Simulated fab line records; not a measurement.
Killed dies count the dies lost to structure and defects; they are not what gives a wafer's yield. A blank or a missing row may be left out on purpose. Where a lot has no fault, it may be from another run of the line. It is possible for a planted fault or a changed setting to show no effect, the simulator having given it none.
What tool caused it? -- flow n5_finfet -- 9 lots, 26 wafers sampled, at 6 steps of a route of 1938

== WHAT THE GAUGES SHOWED, per wafer ==
N5_SD_ACTIVATION_RS_MEAS_03: a four-point-probe measurement. Usual: RS_SD_N 21.95 ohm/sq, standard deviation 0.28; RS_SD_P 56.1 ohm/sq, standard deviation 0.88.
lot,measured,on,RS_SD_N (ohm/sq),RS_SD_P (ohm/sq),flag
L666,day 3 09:44,film_metro-01,22.26 22.34 22.18,55.9 56.2 56.7,
L668,day 3 22:59,film_metro-01,21.73 22.09 21.71,56.2 57.3 56.5,
L672,day 5 02:54,film_metro-01,25.29 25.47 25.65,57.0 56.8 57.1,OFF
L674,day 5 12:50,film_metro-02,25.16 24.72 25.24,55.8 57.3 56.5,OFF
L675,day 5 15:10,film_metro-02,22.23 22.14,56.6 54.6,
L676,day 5 22:44,film_metro-02,25.40 25.45 25.13,55.6 57.0 56.4,OFF
L683,day 7 17:13,film_metro-02,21.79 21.82 21.87,55.0 56.0 56.1,
L686,day 8 12:32,film_metro-02,21.58 21.79 21.82,58.0 56.1 55.6,
L688,day 8 21:33,film_metro-01,21.69 22.23 21.80,57.0 57.7 57.9,

N5_BEOL_M4_RC_MEAS_101. Usual: DIBL_N 37.0 mV/V, standard deviation 2.3; DIBL_P 37.3 mV/V, standard deviation 2.8; IOFF_N 0.17 nA/um, standard deviation 0.046; IOFF_P 0.23 nA/um, standard deviation 0.054; ION_N 675 uA/um, standard deviation 14; ION_P 460 uA/um, standard deviation 9.3; RC_DENSE_N 19.1 ohm.um, standard deviation 0.44; RC_N 15.6 ohm.um, standard deviation 0.35; REXT_N 74.9 ohm.um, standard deviation 1.9; RS_SD_N 28.5 ohm/sq, standard deviation 0.4; SS_N 71.7 mV/dec, standard deviation 0.73; SS_P 73.6 mV/dec, standard deviation 0.95; VT_N 249 mV, standard deviation 3.9; VT_P -250 mV, standard deviation 3.9.
lot,measured,on,DIBL_N (mV/V),DIBL_P (mV/V),IOFF_N (nA/um),IOFF_P (nA/um),ION_N (uA/um),ION_P (uA/um),RC_DENSE_N (ohm.um),RC_N (ohm.um),REXT_N (ohm.um),RS_SD_N (ohm/sq),SS_N (mV/dec),SS_P (mV/dec),VT_N (mV),VT_P (mV),flag
L666,day 7 23:18,prober-02,40.3 37.1 43.8,40.9 35.4 44.8,0.23 0.15 0.36,0.31 0.21 0.42,680 676 712,471 464 478,19.2 19.3 19.0,15.7 15.7 15.4,73.4 72.5 72.9,28.9 29.0 28.6,72.2 71.3 73.7,74.8 73.7 76.2,243 251 240,-246 -251 -243,
L668,day 8 05:23,prober-02,39.7 36.8 33.8,40.0 37.0 34.2,0.23 0.16 0.13,0.29 0.21 0.18,673 670 662,460 462 458,18.7 18.8 18.9,15.4 15.4 15.5,73.5 73.8 73.5,28.1 28.6 28.6,72.5 71.8 71.0,74.6 74.2 72.5,247 250 250,-249 -252 -252,
L672,day 9 08:11,prober-02,35.1 38.3 39.1,36.6 39.5 40.8,0.14 0.21 0.23,0.19 0.25 0.27,664 696 699,458 474 470,21.3 21.7 21.9,17.4 17.5 17.7,81.7 82.1 81.1,32.2 32.2 32.5,71.4 72.1 72.2,73.1 73.8 74.8,253 245 248,-255 -251 -250,OFF
L674,day 10 05:55,prober-01,38.7 37.3 38.6,41.4 38.1 40.6,0.20 0.16 0.21,0.29 0.23 0.28,672 675 684,466 469 473,22.1 22.1 21.8,18.0 18.1 17.8,81.4 80.6 80.3,32.1 31.3 32.1,71.2 72.0 72.2,74.8 74.1 74.7,248 249 248,-246 -250 -246,OFF
L675,day 10 06:52,prober-02,35.7 41.2,35.0 42.4,0.15 0.27,0.23 0.37,677 700,468 473,19.3 19.1,15.6 15.6,77.7 78.0,29.3 28.7,71.5 73.1,73.0 74.4,250 244,-246 -243,
L676,day 10 09:41,prober-01,34.7 33.9 34.4,32.9 32.0 33.9,0.14 0.11 0.12,0.19 0.18 0.20,674 648 662,474 455 466,21.7 22.2 21.2,17.5 18.0 17.1,78.0 79.4 78.0,32.3 32.9 32.0,71.4 71.5 71.8,73.1 72.2 72.5,250 257 254,-248 -250 -250,OFF
L683,day 12 22:21,prober-02,33.5 36.2 37.3,30.7 35.0 35.0,0.10 0.14 0.16,0.13 0.18 0.18,640 664 666,440 452 448,18.8 18.7 19.0,15.3 15.3 15.4,73.3 73.7 73.1,28.3 28.1 28.1,71.0 71.2 72.1,72.3 73.1 73.3,257 250 250,-258 -254 -253,
L686,day 13 14:05,prober-01,38.3 36.8 37.2,39.4 38.0 38.0,0.20 0.17 0.18,0.24 0.21 0.22,673 671 666,456 455 455,18.8 18.8 18.7,15.5 15.3 15.3,73.4 74.0 73.3,27.8 27.7 27.8,71.8 72.3 71.8,73.6 72.9 73.7,247 250 248,-251 -252 -250,
L688,day 14 07:43,prober-02,37.7 40.0 35.8,38.9 40.9 37.0,0.19 0.24 0.15,0.28 0.30 0.23,670 696 677,460 474 471,19.1 18.8 19.0,15.6 15.2 15.5,74.6 74.8 75.0,28.2 28.6 28.2,72.9 73.1 71.6,73.9 74.6 73.2,249 244 250,-247 -245 -248,

== EACH LOT AND THE TOOL THAT RAN IT (in order: tool; ch and the chambers of the sampled wafers; start) ==
lot,N5_SD_EPI_N_LINER_46,N5_SD_EPI_P_ETCH_47,N5_SD_ACTIVATION_LSA_01,N5_ILD0_ALD_15
L666,"ald_sin-03 ch 0,2,3, day 3 03:56","rie_diel-06 ch 1,2,3, day 3 05:11","laser_anneal-01 ch 0, day 3 09:34","ald_sin-04 ch 0,1,3, day 3 14:35"
L668,"ald_sin-02 ch 0,1,3, day 3 17:47","rie_diel-02 ch 1,2,3, day 3 19:02","laser_anneal-01 ch 0, day 3 22:46","ald_sin-02 ch 0,2,3, day 4 03:28"
L672,"ald_sin-04 ch 1,2, day 4 20:13","rie_diel-04 ch 2,3, day 4 22:26","laser_anneal-01 ch 0, day 5 02:42","ald_sin-01 ch 1,2,3, day 5 06:58"
L674,"ald_sin-02 ch 0,1,2, day 5 06:56","rie_diel-02 ch 0,1,2, day 5 08:16","laser_anneal-01 ch 0, day 5 12:38","ald_sin-01 ch 0,2,3, day 5 17:02"
L675,"ald_sin-03 ch 0,3, day 5 10:10","rie_diel-02 ch 1,2, day 5 11:30","laser_anneal-02 ch 0, day 5 15:00","ald_sin-02 ch 0,1, day 5 20:14"
L676,"ald_sin-03 ch 0,1, day 5 16:56","rie_diel-06 ch 0,1,2, day 5 18:11","laser_anneal-01 ch 0, day 5 22:33","ald_sin-01 ch 0,2,3, day 6 02:45"
L683,"ald_sin-03 ch 2,3, day 7 11:25","rie_diel-04 ch 0,3, day 7 12:40","laser_anneal-02 ch 0, day 7 17:01","ald_sin-02 ch 1,2,3, day 7 21:32"
L686,"ald_sin-02 ch 0,1,3, day 8 06:46","rie_diel-04 ch 0,2,3, day 8 08:01","laser_anneal-01 ch 0, day 8 12:21","ald_sin-02 ch 0,1,2, day 8 16:58"
L688,"ald_sin-02 ch 0,1,3, day 8 16:16","rie_diel-02 ch 0,1,3, day 8 17:31","laser_anneal-01 ch 0, day 8 21:21","ald_sin-02 ch 1,2,3, day 9 01:44"
- N5_SD_EPI_N_LINER_46: material SiNx, target thk 3 nm.
- N5_SD_EPI_P_ETCH_47: etches SiOCN in CH3F/O2, target depth 25 nm.
- N5_SD_ACTIVATION_LSA_01: time 0.0008 s.
- N5_ILD0_ALD_15: deposits SiNx, target thk 24 nm, pulse time 1 s, ald cycles 480.

== AS READ BY THE TOOLS THEMSELVES (means over the sampled wafers that have a number; for cases with no such wafer, the mark the record gives instead) ==
N5_SD_EPI_N_LINER_46. Usual: heater_power_w at 863 W, with a standard deviation of 77.
lot,tool,heater_power_w (W),flag
L666,ald_sin-03,881,
L668,ald_sin-02,847,
L672,ald_sin-04,824,
L674,ald_sin-02,846,
L675,ald_sin-03,842,
L676,ald_sin-03,852,
L683,ald_sin-03,942,
L686,ald_sin-02,844,
L688,ald_sin-02,846,

N5_SD_EPI_P_ETCH_47. Usual: drypump_motor_current_A 5.8 A, standard deviation 0.56; oes_product_au 0.75 a.u., standard deviation 0.068; rf_vpp_V 126 V, standard deviation 3.2; showerhead_plenum_p_Torr 2.01 Torr, standard deviation 0.067; throttle_valve_pct 16.24 %, standard deviation 0.2.
lot,tool,drypump_motor_current_A (A),oes_product_au (a.u.),rf_vpp_V (V),showerhead_plenum_p_Torr (Torr),throttle_valve_pct (%),flag
L666,rie_diel-06,5.6,0.78,125,1.98,16.27,
L668,rie_diel-02,5.9,0.75,125,1.99,16.21,
L672,rie_diel-04,5.5,0.71,125,1.95,16.30,
L674,rie_diel-02,5.9,0.72,128,2.00,16.21,
L675,rie_diel-02,5.7,0.74,128,1.98,16.16,
L676,rie_diel-06,5.8,0.86,127,2.03,16.27,
L683,rie_diel-04,5.5,0.72,123,2.02,16.37,
L686,rie_diel-04,5.4,0.71,124,2.01,16.34,
L688,rie_diel-02,6.0,0.79,128,2.02,16.09,

N5_SD_ACTIVATION_LSA_01. Usual: wafer_temp_C_max at 1084.0, with a standard deviation of 0.83.
lot,tool,wafer_temp_C_max,flag
L666,laser_anneal-01,1084.1,
L668,laser_anneal-01,1083.0,
L672,laser_anneal-01,1054.4,OFF
L674,laser_anneal-01,1054.9,OFF
L675,laser_anneal-02,1084.4,
L676,laser_anneal-01,1054.6,OFF
L683,laser_anneal-02,1083.9,
L686,laser_anneal-01,1084.7,
L688,laser_anneal-01,1084.6,

N5_ILD0_ALD_15. Usual: heater_power_w 836 W, standard deviation 89; precursor_pulse_height_rel 1.001, standard deviation 0.02.
lot,tool,heater_power_w (W),precursor_pulse_height_rel,flag
L666,ald_sin-04,880,1.006,
L668,ald_sin-02,871,0.992,
L672,ald_sin-01,807,0.980,
L674,ald_sin-01,791,1.006,
L675,ald_sin-02,864,1.002,
L676,ald_sin-01,798,1.003,
L683,ald_sin-02,797,0.995,
L686,ald_sin-02,827,1.001,
L688,ald_sin-02,798,1.006,

== THE ANSWER, worked out from the rows above alone ==
Rule: a lot counts as off when the mean over its wafers that have a number is more than 3 standard deviations away from the usual mean. A lot without any number at a reading at which 4 lots or more have one is off too. The other lots that the step has rows for count as sound. Order of review: gauges by route order, followed by the tools' own readings, for which a lot's mean as printed above is used. At the first step where some lot is off, the reading lying furthest off is the one used; lots without a number count as furthest.
Off: L672, L674, L676, at N5_SD_ACTIVATION_RS_MEAS_03 (RS_SD_N).
A tool fits if, at a process step before that reading, it ran every lot that is off, and no sound lot after the first of them. Not tried: the gauges at N5_SD_ACTIVATION_RS_MEAS_03; whatever is off there is also off at N5_BEOL_M4_RC_MEAS_101, on other tools, and gauge error can't account for it. No candidate that was tried fits.

== WHAT THE SIMULATOR HAD INSERTED ==
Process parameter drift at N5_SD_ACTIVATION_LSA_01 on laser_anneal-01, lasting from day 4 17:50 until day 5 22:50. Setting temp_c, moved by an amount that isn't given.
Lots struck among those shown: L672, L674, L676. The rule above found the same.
